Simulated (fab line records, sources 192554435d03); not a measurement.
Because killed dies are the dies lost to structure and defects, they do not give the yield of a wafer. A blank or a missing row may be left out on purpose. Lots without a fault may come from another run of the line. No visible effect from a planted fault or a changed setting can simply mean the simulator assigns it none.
fab line records	flow n5-finfet
[record] lots = 7	wafers = 19	last-day = 17
route steps=1938 shown BEOL_M14@1745 PASSIVATION@1936
lots untouched by any fault: they come from a run of this same line in which no faults occurred
start-h: hours from the record's opening day to when the first of the lot's shown wafers began	wait-h: hours elapsed since this lot's preceding step	" repeats the value in the row above	L1.1+2: one row covering several wafers at once	- value missing, or start not given	* or withheld: withheld	< > ~ a bound
route shown NAME@n: names a module that has steps shown in the file, with the first one's number in the route	usual: the fault-free wafers' mean and standard deviation	same: alike in all rows	chamber/n: place in a boat	sites: readings site by site	_std_site: standard deviation of those values	_edge_site: the outer-site mean with the inner-site mean subtracted	radius-mm: for every site, how far away it sits from the centre of the wafer	mask NAME#n: copy n	behind: the tool/chamber that last shaped the wafer	hold: cause of the lot's hold/its duration in hours/its outcome	device: the n, p or np transistor that did not switch	end of line: at the end of the route, the tests of the same wafers	for a step that has no rows: nothing shown but its recipe	killed: at the first sort, the dies lost to defects and structure; wafer yield is something else	map: shows each die of a wafer: x if killed, . if not, _ if none is there
set.NAME: the setting that was run; set.NAME@STEP: the one run at that earlier step	model.NAME: the simulator's own value behind a step, which no gauge read
lots at selected steps of the route; one table per step, one row per wafer
services: when a tool's chamber went out of use (start-h, in hours from the record's first day, below 0 if earlier), for how many hours, and the reason
[[steps]]
[step N5_BEOL_M14_HARDBAKE_32]
[recipe] temp-c = 130	time-s = 120
[step N5_BEOL_M14_CD_MEAS_28]
[recipe] target-cd-nm = 284.4	landing-energy-ev = 500	detector = se-inlens
[usual] cd-nm = 284.1/2.2
lot.wafer	tool	chamber	start-h	wait-h	cd-nm
L228.2	cd-sem-02	0	275.91	-	283.8
L228.3	"	0	"	"	285.4
L228.6	"	0	"	"	284.1
L232.1	cd-sem-03	0	292.58	-	286.8
L232.4	"	0	"	"	284.0
L232.6	"	0	"	"	285.8
L236.1	cd-sem-01	0	318.81	-	280.3
L236.2	"	0	"	"	283.1
L236.5	"	0	"	"	283.7
L238.4	cd-sem-01	0	347.93	-	286.6
L238.5	"	0	"	"	281.1
L238.6	"	0	"	"	282.0
L241.1	cd-sem-03	0	361.41	-	282.9
L241.2	"	0	"	"	279.6
L246.1	cd-sem-03	0	392.57	-	284.7
L246.6	"	0	"	"	286.2
L247.1	cd-sem-01	0	395.84	-	285.9
L247.4	"	0	"	"	284.9
L247.6	"	0	"	"	290.6
[step N5_BEOL_M14_OVL_MEAS_29]
[recipe] points-per-wafer = 44
[usual] M14_OVL = -1/4.8
lot.wafer	tool	chamber	start-h	wait-h	M14_OVL[nm]
L228.2	overlay-02	0	275.94	0.0	-4
L228.3	"	0	"	"	3
L228.6	"	0	"	"	-3
L232.1	overlay-01	0	292.61	0.0	-15
L232.4	"	0	"	"	-5
L232.6	"	0	"	"	-6
L236.1	overlay-01	0	318.84	0.0	-1
L236.2	"	0	"	"	3
L236.5	"	0	"	"	2
L238.4	overlay-02	0	347.95	0.0	0
L238.5	"	0	"	"	0
L238.6	"	0	"	"	2
L241.1	overlay-01	0	361.44	0.0	-4
L241.2	"	0	"	"	11
L246.1	overlay-01	0	392.60	0.0	-1
L246.6	"	0	"	"	-2
L247.1	overlay-01	0	395.87	0.0	0
L247.4	"	0	"	"	0
L247.6	"	0	"	"	-6
[step N5_BEOL_M14_INSPECT_30]
[recipe] mode = adi	inspect-instrument = macro
[usual] raw-defect-count = 2.1/1.5
lot.wafer	tool	chamber	start-h	wait-h	raw-defect-count
L228.2	defect-inspect-01	-	275.96	0.0	2
L228.3	"	-	"	"	2
L228.6	"	-	"	"	1
L232.1	defect-inspect-02	-	292.63	0.0	2
L232.4	"	-	"	"	2
L232.6	"	-	"	"	2
L236.1	defect-inspect-01	-	318.86	0.0	3
L236.2	"	-	"	"	0
L236.5	"	-	"	"	2
L238.4	defect-inspect-02	-	347.98	0.0	1
L238.5	"	-	"	"	0
L238.6	"	-	"	"	3
L241.1	defect-inspect-01	-	361.47	0.0	2
L241.2	"	-	"	"	2
L246.1	defect-inspect-01	-	392.63	0.0	0
L246.6	"	-	"	"	2
L247.1	defect-inspect-02	-	395.90	0.0	0
L247.4	"	-	"	"	4
L247.6	"	-	"	"	1
[step N5_BEOL_M14_DESCUM_33]
[recipe] chemistry = O2	time-s = 7.9	source-power-w = 50	bias-power-w = 20	pressure-mtorr = 20	rf-frequency-hz = 2.712e+07	temp-c = 40	o2-flow-sccm = 225
[step N5_BEOL_M14_ETCH_67]
[recipe] chemistry = CF4	target = SiARC	target-depth-a = 1430	time-s = 238.3	ion-energy-ev = 80	pressure-mtorr = 40	source-w = 545	bias-w = 36	Ar_flow_sccm = 100	cf4-flow-sccm = 100	ends = cleared
[usual] chamber-pressure-mTorr = 40.00/0.036	drypump-motor-current-A = 5.59/0.29	etch-rf-on-time-s = 235/8.4	mfc-ar-sccm = 100.0/0.3	oes-product-au = 0.70/0.052	rf-vpp-V = 184.1/1.3	showerhead-plenum-p-Torr = 2.15/0.082	throttle-valve-pct = 15.55/0.28
lot.wafer	tool	chamber	start-h	wait-h	chamber-pressure-mTorr	drypump-motor-current-A	etch-rf-on-time-s	mfc-ar-sccm	oes-product-au	rf-hours-counter-h	rf-vpp-V	showerhead-plenum-p-Torr	throttle-valve-pct
L228.2	rie-diel-02	1	276.03	0.0	40.00	5.53	241	100.0	0.75	49	186.6	2.28	15.42
L228.3	"	2	"	"	39.93	5.34	241	99.4	0.73	53	183.4	2.08	15.21
L228.6	"	1	"	"	39.95	5.55	244	100.1	0.74	-	186.0	2.28	15.41
L232.1	rie-diel-06	2	292.70	0.0	40.06	5.13	239	100.2	0.71	72	182.9	2.17	15.59
L232.4	"	3	"	"	39.98	5.27	250	99.9	0.67	105	183.4	2.10	16.02
L232.6	"	2	"	"	39.94	5.16	236	99.7	0.71	-	185.4	2.17	15.60
L236.1	rie-diel-06	1	319.05	0.0	40.02	5.96	226	100.6	0.72	96	186.5	2.27	15.47
L236.2	"	2	"	"	39.98	5.13	234	100.1	0.72	82	183.2	2.17	15.65
L236.5	"	2	"	"	40.03	5.15	235	99.7	0.71	-	185.2	2.17	15.62
L238.4	rie-diel-06	3	348.46	0.1	39.96	5.27	248	99.8	0.66	-	182.0	2.09	16.06
L238.5	"	1	"	"	40.01	5.96	228	100.6	0.71	-	185.2	2.27	15.47
L238.6	"	2	"	"	40.04	5.14	233	99.8	0.70	-	184.1	2.16	15.64
L241.1	rie-diel-06	0	361.54	0.0	39.97	5.71	239	100.0	0.60	219	184.5	2.02	15.99
L241.2	"	3	"	"	39.98	5.27	245	100.2	0.66	131	183.3	2.09	16.06
L246.1	rie-diel-06	3	392.70	0.0	39.97	5.29	244	99.7	0.65	141	182.7	2.09	16.11
L246.6	"	2	"	"	40.00	5.14	236	100.3	0.69	-	184.9	2.16	15.67
L247.1	rie-diel-01	1	395.99	0.0	40.05	5.52	231	100.0	0.71	81	184.2	2.13	15.27
L247.4	"	3	"	"	40.02	5.52	230	100.2	0.74	-	185.4	2.24	15.18
L247.6	"	1	"	"	39.99	5.55	232	100.4	0.71	-	183.8	2.13	15.29
[step N5_BEOL_M14_ETCH_68]
[recipe] chemistry = N2/H2	target = SOC	mask-material = SiARC	source-w = 3000	bias-w = 350	temp-c = 40	time-s = 450	ion-energy-ev = 200	pressure-mtorr = 30	n2-flow-sccm = 200	h2-flow-sccm = 200
[usual] chamber-pressure-mTorr = 30.001/0.029	drypump-motor-current-A = 5.60/0.3	oes-product-au = 0.81/0.057	rf-vpp-V = 524.1/2.9	showerhead-plenum-p-Torr = 2.56/0.1	temp-c = 40.01/0.1	throttle-valve-pct = 17.74/0.29
[same] time-s = 450
lot.wafer	tool	chamber	start-h	wait-h	chamber-pressure-mTorr	drypump-motor-current-A	oes-product-au	rf-hours-counter-h	rf-vpp-V	showerhead-plenum-p-Torr	temp-c	throttle-valve-pct
L228.2	rie-diel-02	1	276.18	0.1	30.032	5.60	0.88	49	528.9	2.71	40.11	17.50
L228.3	"	2	"	"	29.956	5.37	0.85	53	522.5	2.50	39.90	17.48
L228.6	"	1	"	"	29.993	5.60	0.87	-	527.9	2.71	40.10	17.51
L232.1	rie-diel-06	2	292.85	0.1	29.970	5.08	0.83	73	526.1	2.55	40.02	17.65
L232.4	"	3	"	"	29.942	5.28	0.81	105	520.7	2.45	40.09	18.08
L232.6	"	2	"	"	30.028	5.13	0.84	-	525.5	2.55	39.96	17.65
L236.1	rie-diel-06	1	319.20	0.1	30.043	5.97	0.83	96	527.1	2.67	39.95	17.47
L236.2	"	2	"	"	30.000	5.14	0.83	82	525.3	2.55	39.98	17.67
L236.5	"	2	"	"	29.985	5.15	0.83	-	523.7	2.55	39.95	17.66
L238.4	rie-diel-06	3	348.67	0.1	30.000	5.27	0.79	-	521.4	2.44	39.90	18.11
L238.5	"	1	"	"	30.024	5.97	0.82	-	527.2	2.67	40.02	17.49
L238.6	"	2	"	"	29.958	5.14	0.81	-	522.8	2.54	39.90	17.69
L241.1	rie-diel-06	0	361.68	0.1	30.020	5.71	0.70	219	521.9	2.40	40.02	18.17
L241.2	"	3	"	"	30.054	5.26	0.79	132	519.1	2.44	40.01	18.12
L246.1	rie-diel-06	3	392.84	0.1	29.984	5.25	0.77	141	522.8	2.43	39.99	18.15
L246.6	"	2	"	"	29.926	5.11	0.80	-	524.4	2.54	40.03	17.72
L247.1	rie-diel-01	1	396.20	0.1	30.005	5.56	0.83	81	524.2	2.62	40.06	17.96
L247.4	"	3	"	"	30.018	5.52	0.86	-	527.4	2.68	39.90	17.30
L247.6	"	1	"	"	30.012	5.57	0.82	-	525.1	2.62	40.02	17.98
[step N5_BEOL_M14_STRIP_69]
[recipe] chemistry = N2/H2	temp-c = 40	n2-flow-sccm = 200	h2-flow-sccm = 200	rf-frequency-hz = 6e+07
[step N5_BEOL_M14_TRENCH_ETCH_34]
[recipe] chemistry = C4F8/O2/Ar	target = SiO2	target-depth-a = 5566.5	mask-material = SOC	he-inner-torr = 15	he-outer-torr = 30	time-s = 126.9	ion-energy-ev = 800	pressure-mtorr = 20	source-w = 1905	bias-w = 2040	Ar_flow_sccm = 400	C4F8_flow_sccm = 16	O2_flow_sccm = 12
[step N5_BEOL_M14_STRIP_70]
[recipe] chemistry = C4F8/O2/Ar	resist = SiARC	rf-frequency-hz = 6e+07
[step N5_BEOL_M14_OCD_MEAS_35]
[usual] trench-depth-nm = 561/19
lot.wafer	tool	chamber	start-h	wait-h	trench-depth-nm
L228.2	ocd-01	-	276.61	0.0	548
L228.3	"	-	"	"	547
L228.6	"	-	"	"	545
L232.1	ocd-02	-	293.28	0.0	554
L232.4	"	-	"	"	530
L232.6	"	-	"	"	556
L236.1	ocd-01	-	319.63	0.0	580
L236.2	"	-	"	"	560
L236.5	"	-	"	"	563
L238.4	ocd-02	-	348.97	0.0	531
L238.5	"	-	"	"	578
L238.6	"	-	"	"	558
L241.1	ocd-02	-	362.11	0.0	550
L241.2	"	-	"	"	539
L246.1	ocd-02	-	393.27	0.0	534
L246.6	"	-	"	"	557
L247.1	ocd-02	-	396.83	0.0	569
L247.4	"	-	"	"	577
L247.6	"	-	"	"	568
[step N5_BEOL_M14_STRIP_37]
[recipe] chemistry = O2	power-w = 600	temp-c = 60	pressure-mtorr = 30	rf-frequency-hz = 6e+07	bias-power-w = 0	overash-fraction = 0.3	o2-flow-sccm = 225
[step N5_BEOL_M14_ETCH_38]
[recipe] chemistry = CF4/N2	target = SiCN	target-depth-a = 1065	taper-deg = 2	time-s = 120.6	ion-energy-ev = 150	mask-material = SiO2	pressure-mtorr = 40	source-w = 430	bias-w = 70	Ar_flow_sccm = 100	cf4-flow-sccm = 60	n2-flow-sccm = 60
[usual] chamber-pressure-mTorr = 40.00/0.035	drypump-motor-current-A = 5.64/0.29	mfc-ar-sccm = 99.99/0.29	oes-product-au = 0.81/0.075	rf-vpp-V = 382.2/2	showerhead-plenum-p-Torr = 2.20/0.081	throttle-valve-pct = 15.37/0.26
[same] time-s = 120.6
lot.wafer	tool	chamber	start-h	wait-h	chamber-pressure-mTorr	drypump-motor-current-A	mfc-ar-sccm	oes-product-au	rf-hours-counter-h	rf-vpp-V	showerhead-plenum-p-Torr	throttle-valve-pct	model.etch.depth-nm	model.SiO2_of_BEOL_M14_ILD_DEP_00.thk-nm
L228.2	rie-diel-06	0	278.94	-	40.07	5.70	100.11	0.71	196	380.1	2.09	15.78	95.94	1040
L228.3	"	1	"	"	39.98	5.97	100.49	0.86	85	385.0	2.34	15.21	101.5	1050
L228.6	"	3	"	"	40.02	5.27	99.71	0.79	-	382.4	2.15	15.81	92.34	1079
L232.1	rie-diel-01	0	296.05	-	40.01	5.70	99.26	0.82	95	379.9	2.15	15.54	102.9	1034
L232.4	"	3	"	"	39.96	5.55	99.87	0.91	37	384.9	2.33	14.95	99.02	1046
L232.6	"	0	"	"	40.02	5.71	100.08	0.83	-	380.8	2.15	15.55	103.8	1052
L236.1	rie-diel-02	1	323.82	-	39.99	5.58	100.14	0.84	65	385.5	2.35	15.26	95.92	1073
L236.2	"	2	"	"	40.04	5.36	100.32	0.83	69	380.1	2.14	15.09	97.72	1076
L236.5	"	2	"	"	40.00	5.37	100.25	0.83	-	380.6	2.14	15.11	97.96	1086
L238.4	rie-diel-06	3	350.30	-	40.02	5.27	99.40	0.78	-	381.2	2.15	15.85	92.74	1094
L238.5	"	1	"	"	39.98	5.98	100.27	0.82	-	384.5	2.33	15.25	99.91	1097
L238.6	"	2	"	"	39.99	5.14	99.65	0.81	-	382.8	2.22	15.44	96.76	1081
L241.1	rie-diel-02	3	362.75	-	40.01	6.11	100.06	0.88	248	381.0	2.16	15.46	143.7	1018
L241.2	"	2	"	"	40.00	5.35	99.89	0.80	82	379.7	2.14	15.11	95	1050
L246.1	rie-diel-02	2	393.58	-	40.05	5.37	100.00	1.06	95	380.9	2.13	15.17	148.2	1025
L246.6	"	3	"	"	39.98	6.12	100.16	1.32	-	382.6	2.15	15.00	151.7	1054
L247.1	rie-diel-02	2	397.00	-	39.96	5.35	100.23	1.08	96	379.7	2.13	15.16	150	980.2
L247.4	"	3	"	"	39.97	6.09	99.88	0.97	3	381.6	2.15	14.99	99.05	1013
L247.6	"	3	"	"	40.04	6.10	100.59	1.30	-	382.0	2.15	14.99	152.5	1012
[step N5_BEOL_M14_PRECLEAN_39]
[recipe] chemistry = residue-remover	time-s = 60	temp-c = 40
[step N5_BEOL_M14_SRD_40]
[recipe] time-s = 30	temp-c = 23	rinse-liquid = diw	dry = n2-spin	spin-rpm = 1500	dry-time-s = 30
[step N5_BEOL_M14_DEGAS_41]
[recipe] ambient = vacuum	temp-c = 300	time-s = 60
[step N5_BEOL_M14_PRE_CLEAN_42]
[recipe] gas = H2/He	time-s = 30	temp-c = 300
[usual] heater-power-w = 477/68
[same] time-s = 30
lot.wafer	tool	chamber	start-h	wait-h	heater-power-w
L228.2	pvd-sputter-03	-	279.61	0.0	491
L228.3	"	-	"	"	498
L228.6	"	-	"	"	482
L232.1	pvd-sputter-02	-	296.50	0.0	648
L232.4	"	-	"	"	438
L232.6	"	-	"	"	444
L236.1	pvd-sputter-03	-	324.23	0.0	418
L236.2	"	-	"	"	491
L236.5	"	-	"	"	488
L238.4	pvd-sputter-03	-	350.70	0.0	430
L238.5	"	-	"	"	489
L238.6	"	-	"	"	420
L241.1	pvd-sputter-01	-	363.19	0.0	423
L241.2	"	-	"	"	493
L246.1	pvd-sputter-02	-	394.28	0.0	632
L246.6	"	-	"	"	451
L247.1	pvd-sputter-02	-	398.04	0.0	422
L247.4	"	-	"	"	421
L247.6	"	-	"	"	446
[step N5_BEOL_M14_SPUTTER_43]
[recipe] material = TaN	target-thk-a = 150	temp-c = 50	bias-v = 168.6	power-w = 15000	chamber-pressure-pa = 0.12	time-s = 24.19
[step N5_BEOL_M14_SPUTTER_44]
[recipe] material = Ta	target-thk-a = 150	temp-c = 50	bias-v = 80	power-w = 15000	chamber-pressure-pa = 0.07	time-s = 24.19
[step N5_BEOL_M14_SPUTTER_45]
[recipe] material = Cu	target-thk-a = 1000	temp-c = -20	bias-v = 60	power-w = 26000	chamber-pressure-pa = 0.13	time-s = 16.67
[usual] chamber-pressure-pa = 0.12998/0.00025	substrate-temp-c = -20.00/0.11	throttle-valve-pct = 29.4/1.1
[same] time-s = 16.67
lot.wafer	tool	chamber	start-h	wait-h	chamber-pressure-pa	substrate-temp-c	throttle-valve-pct
L228.2	pvd-sputter-03	-	279.81	0.0	0.13024	-20.12	29.2
L228.3	"	-	"	"	0.13031	-20.08	31.6
L228.6	"	-	"	"	0.12997	-19.97	29.5
L232.1	pvd-sputter-02	-	296.70	0.0	0.12988	-19.97	28.3
L232.4	"	-	"	"	0.12982	-19.95	30.6
L232.6	"	-	"	"	0.12973	-19.94	30.4
L236.1	pvd-sputter-03	-	324.43	0.0	0.12971	-19.70	28.9
L236.2	"	-	"	"	0.13011	-20.03	31.9
L236.5	"	-	"	"	0.12979	-20.04	29.1
L238.4	pvd-sputter-03	-	350.90	0.0	0.12991	-19.97	28.7
L238.5	"	-	"	"	0.12945	-19.83	29.5
L238.6	"	-	"	"	0.12983	-20.12	29.2
L241.1	pvd-sputter-01	-	363.39	0.0	0.13024	-19.88	30.9
L241.2	"	-	"	"	0.12996	-19.99	28.3
L246.1	pvd-sputter-02	-	394.48	0.0	0.13014	-20.03	28.0
L246.6	"	-	"	"	0.1299	-19.98	30.5
L247.1	pvd-sputter-02	-	398.24	0.0	0.12982	-19.84	28.8
L247.4	"	-	"	"	0.13051	-20.12	28.7
L247.6	"	-	"	"	0.12995	-19.88	30.7
[step N5_BEOL_M14_ECD_47]
[recipe] material = Cu	target-thk-a = 12480
[step N5_BEOL_M14_ANNEAL_48]
[recipe] temp-c = 225	time-s = 90	ambient = N2
[usual] wafer_temp_C_max = 226.3/0.43
[same] time-s = 90
lot.wafer	tool	chamber	start-h	wait-h	wafer_temp_C_max
L228.2	rtp-anneal-01	0	280.36	0.4	225.7
L228.3	"	0	"	"	225.8
L228.6	"	0	"	"	225.9
L232.1	rtp-anneal-02	0	297.21	0.3	226.5
L232.4	"	0	"	"	227.0
L232.6	"	0	"	"	226.5
L236.1	rtp-anneal-01	0	324.74	0.1	226.0
L236.2	"	0	"	"	226.2
L236.5	"	0	"	"	225.8
L238.4	rtp-anneal-02	0	351.34	0.2	226.2
L238.5	"	0	"	"	226.4
L238.6	"	0	"	"	226.4
L241.1	rtp-anneal-02	0	363.79	0.2	227.1
L241.2	"	0	"	"	226.8
L246.1	rtp-anneal-02	0	394.78	0.1	226.5
L246.6	"	0	"	"	226.7
L247.1	rtp-anneal-01	0	398.62	0.2	225.6
L247.4	"	0	"	"	225.5
L247.6	"	0	"	"	225.8
[step N5_BEOL_M14_CMP_49]
[recipe] stop-on = SiO2	t-overpolish-s = 5.2	down-force-psi = 2	platen-rpm = 80	clearing-platen-down-force-psi = 2	clearing-platen-rpm = 80	post-cmp-clean = cu-alkaline	target-thk-nm = 560	clearing-platen-pad-velocity-m-s = 1.5917	pad-velocity-m-s = 1.5917
[usual] barrier-field-endpoint-s = 11.4/0.31	motor-current-A = 8.0/0.73	overpolish-run-s = 5.200/0.0097	time-to-endpoint-s = 121/4.7
lot.wafer	tool	chamber	start-h	wait-h	barrier-field-endpoint-s	motor-current-A	overpolish-run-s	time-to-endpoint-s	model.SiO2_of_BEOL_M14_ILD_DEP_00.thk-nm
L228.3	cmp-03	2	280.67	0.2	11.2	8.0	5.188	119	1035
L228.2	"	0	"	"	11.1	8.8	5.213	124	1025
L228.6	"	3	"	"	10.8	6.8	5.195	118	1064
L232.4	cmp-04	2	297.51	0.1	11.4	7.7	5.206	117	1031
L232.1	"	3	"	"	11.1	7.3	5.200	120	1019
L232.6	"	3	"	"	11.3	7.8	5.190	119	1037
L236.2	cmp-02	1	325.04	0.2	11.3	7.6	5.201	121	1061
L236.1	"	3	"	"	11.5	7.6	5.210	123	1058
L236.5	"	2	"	"	11.2	7.8	5.188	120	1071
L238.4	cmp-03	1	351.54	0.2	11.0	8.1	5.192	116	1079
L238.5	"	0	"	"	11.2	8.8	5.183	120	1082
L238.6	"	1	"	"	10.9	7.6	5.206	114	1066
L241.1	cmp-02	1	364.16	0.3	11.4	7.9	5.222	124	1003
L241.2	"	2	"	"	11.2	7.9	5.199	120	1035
L246.1	cmp-04	3	395.08	0.3	11.6	7.7	5.182	121	1010
L246.6	"	3	"	"	11.7	7.4	5.207	121	1039
L247.4	cmp-04	1	398.96	0.2	11.5	9.7	5.198	125	997.6
L247.1	"	2	"	"	11.5	7.8	5.190	124	965.2
L247.6	"	0	"	"	11.5	7.9	5.188	121	997.4
[step N5_BEOL_M14_THK_MEAS_50]
[recipe] thk-meas-gauge = xrf	reads = Cu_of_BEOL_M14_ECD_47
[usual] M14_THK = 561/20
lot.wafer	tool	chamber	start-h	wait-h	M14_THK[nm]
L228.2	film-metro-01	-	280.97	-	551
L228.3	"	-	"	"	550
L228.6	"	-	"	"	550
L232.1	film-metro-02	-	297.80	-	545
L232.4	"	-	"	"	521
L232.6	"	-	"	"	547
L236.1	film-metro-02	-	325.33	-	577
L236.2	"	-	"	"	560
L236.5	"	-	"	"	559
L238.4	film-metro-02	-	351.80	-	528
L238.5	"	-	"	"	577
L238.6	"	-	"	"	556
L241.1	film-metro-02	-	364.38	-	546
L241.2	"	-	"	"	534
L246.1	film-metro-02	-	395.38	-	529
L246.6	"	-	"	"	549
L247.1	film-metro-01	-	399.21	-	570
L247.4	"	-	"	"	576
L247.6	"	-	"	"	572
[step N5_PASSIVATION_PROBE_49]
[usual] defect-limited-yield = 91.4/1.4	killed_at_M0_to_M3 = 33/10	killed_at_M4_up = 14/6.1	killed-at-contacts = 14/6.1	killed-at-front-end = 38/9.7	killed-at-other = 3.1/2.9	killed-dies = 102/17	killed-on-rim = 14/4.1	killed-open = 67/13	killed-short = 32/8	sort_bin_5_function = 5.1/0.94	sort_bin_6_memory = 3.2/0.68	sort_bin_8_speed = 0.02/0.17	sort-n-pass = 1078/17	sort-yield-pct = 91.3/1.5
[same] gross-dies = 1180	killed-at-back-side = 0	sort_bin_4_leakage[%] = 0
lot.wafer	tool	chamber	start-h	wait-h	defect-limited-yield[%]	killed_at_M0_to_M3	killed_at_M4_up	killed-at-contacts	killed-at-front-end	killed-at-other	killed-dies	killed-on-rim	killed-open	killed-short	sort_bin_5_function[%]	sort_bin_6_memory[%]	sort_bin_8_speed[%]	sort-n-pass	sort-yield-pct[%]
L238.4	prober-02	-	373.17	0.2	92.1	25	14	17	33	4	93	13	55	30	4.0	2.9	0	1087	92.1
L238.5	prober-02	-	373.22	0.2	92.8	40	12	8	23	2	85	14	54	25	3.8	2.5	0	1095	92.8
L238.6	prober-02	-	373.27	0.3	91.1	63	7	10	24	1	105	11	62	43	5.1	3.4	0	1075	91.1
L241.1	prober-02	-	390.20	0.0	92.0	27	26	5	32	4	94	12	63	28	4.7	2.8	0	1086	92.0
L241.2	prober-02	-	390.25	0.1	92.3	35	21	5	28	2	91	7	58	32	4.4	3.1	0	1089	92.3
L247.1	prober-01	-	419.01	0.0	92.2	21	15	13	43	0	92	13	64	28	5.0	2.4	0	1088	92.2
L247.4	prober-01	-	419.16	0.2	91.2	41	11	9	40	3	104	20	65	36	4.6	3.5	0	1076	91.2
L247.6	prober-01	-	419.26	0.3	91.9	29	19	8	37	3	96	8	52	39	4.2	2.9	0.08	1084	91.9
// killed by level:class
L238.4 MOL_CONTACT_COAG:geometric-particle:open=14 BEOL_M4:geometric-particle:open=9 HKMG_FIN:area-etch=7 BEOL_M3:geometric-particle:open=6 STARTING-WAFER:geometric-particle:short=5 FIN_SAQP:geometric-particle:open=4 BEOL_M0_SAQP:geometric-particle:short=4 BEOL_M1:geometric-particle:open=4
L238.5 BEOL_M2:geometric-particle:open=13 BEOL_M0_SAQP:geometric-particle:short=7 MOL_CONTACT_COAG:geometric-particle:open=6 BEOL_M0_SAQP:geometric-particle:open=6 HKMG_FIN:area-etch=5 BEOL_M2:geometric-particle:short=4 BEOL_M6:geometric-particle:open=4 DUMMY_GATE:geometric-particle:open=3
L238.6 BEOL_M0_SAQP:geometric-particle:open=27 BEOL_M0_SAQP:geometric-particle:short=17 MOL_CONTACT_COAG:geometric-particle:open=8 BEOL_M1:geometric-particle:open=6 BEOL_M2:geometric-particle:open=6 FIN_SAQP:geometric-particle:open=4 BEOL_M3:geometric-particle:short=4 STARTING-WAFER:geometric-particle:short=4
L241.1 DUMMY_GATE:geometric-particle:open=10 BEOL_M4:geometric-particle:open=10 BEOL_M0_SAQP:geometric-particle:open=7 BEOL_M3:geometric-particle:open=5 BEOL_M3:geometric-particle:short=5 BEOL_M8:geometric-particle:open=5 GATE_CUT:geometric-particle:short=4 MOL_CONTACT_COAG:geometric-particle:open=4
L241.2 BEOL_M4:geometric-particle:open=10 BEOL_M0_SAQP:geometric-particle:short=7 BEOL_M3:geometric-particle:open=7 BEOL_M0_SAQP:geometric-particle:open=6 FIN_SAQP:geometric-particle:short=5 BEOL_M4:geometric-particle:short=5 STI_FIN_REVEAL:geometric-particle:open=4 MOL_CONTACT_COAG:geometric-particle:open=4
L247.1 FIN_SAQP:geometric-particle:open=12 BEOL_M4:geometric-particle:open=12 MOL_CONTACT_COAG:geometric-particle:open=9 FIN_SAQP:geometric-particle:short=7 BEOL_M1:geometric-particle:open=6 DUMMY_GATE:geometric-particle:open=5 ILD0:geometric-particle:open=5 BEOL_M0_SAQP:geometric-particle:open=5
L247.4 BEOL_M3:geometric-particle:open=15 FIN_SAQP:geometric-particle:open=8 STI_FIN_REVEAL:geometric-particle:open=7 BEOL_M1:geometric-particle:open=7 BEOL_M0_SAQP:geometric-particle:short=6 BEOL_M4:geometric-particle:open=6 FIN_SAQP:geometric-particle:short=5 MOL_CONTACT_COAG:geometric-particle:open=5
L247.6 FIN_SAQP:geometric-particle:short=13 BEOL_M1:geometric-particle:open=8 MOL_CONTACT_COAG:geometric-particle:open=6 BEOL_M1:geometric-particle:short=5 BEOL_M5:geometric-particle:open=5 STI_FIN_REVEAL:geometric-particle:open=4 DUMMY_GATE:geometric-particle:open=4 GATE_CUT:geometric-particle:short=4
[[services]]
tool	chamber	start-h	hours	kind
cmp-04	-	274.57	4.0	pm
cmp-02	-	275.26	7.0	pm
rie-diel-06	1	284.61	7.2	repair
cmp-02	-	294.54	0.4	repair
pvd-sputter-01	-	305.83	20.9	repair
rie-diel-06	0	306.58	3.3	repair
cmp-04	-	309.50	0.3	repair
cmp-02	-	310.11	4.0	pm
cmp-02	-	316.22	1.3	repair
cmp-02	-	317.59	4.1	pm
rie-diel-02	-	325.71	1.2	repair
rie-diel-02	0	334.02	2.4	repair
cmp-03	-	334.91	2.6	repair
rie-diel-06	0	342.52	8.6	repair
rtp-anneal-01	-	346.62	1.2	pm
pvd-sputter-02	-	349.46	4.3	repair
cmp-04	-	353.96	4.1	repair
rie-diel-02	1	365.64	5.6	repair
rie-diel-02	3	371.26	-	clean
cmp-04	-	377.56	5.1	pm
cmp-02	-	386.61	0.6	repair
rie-diel-01	2	389.36	7.1	repair
rie-diel-06	0	389.43	6.0	repair
rie-diel-01	0	389.72	18.9	repair
[[key]]
[first-sign] step = N5_BEOL_M14_ETCH_38	reading = oes-product-au	direction = up	sigmas = 4.3	usual = 0.81	struck = 1.13
effect none on later readings
[model-effect] step = N5_BEOL_M14_ETCH_38	value = etch.depth-nm	without = 97.66	struck = 149.2
[model-effect] step = N5_BEOL_M14_CMP_49	value = SiO2_of_BEOL_M14_ILD_DEP_00.thk-nm	without = 1037	struck = 1003
met-at N5_BEOL_M14_ETCH_38
struck-wafers L241.1,L246.1,L246.6,L247.1,L247.6
onset-between 323.82 362.75
[fault] kind = process-parameter-drift	tool = rie-diel-02	chamber = -	onset-h = 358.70	steps = N5_BEOL_M14_ETCH_38	channel = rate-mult	offset = 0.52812	shape = step	end-h = 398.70	scope = struck-wafers-only
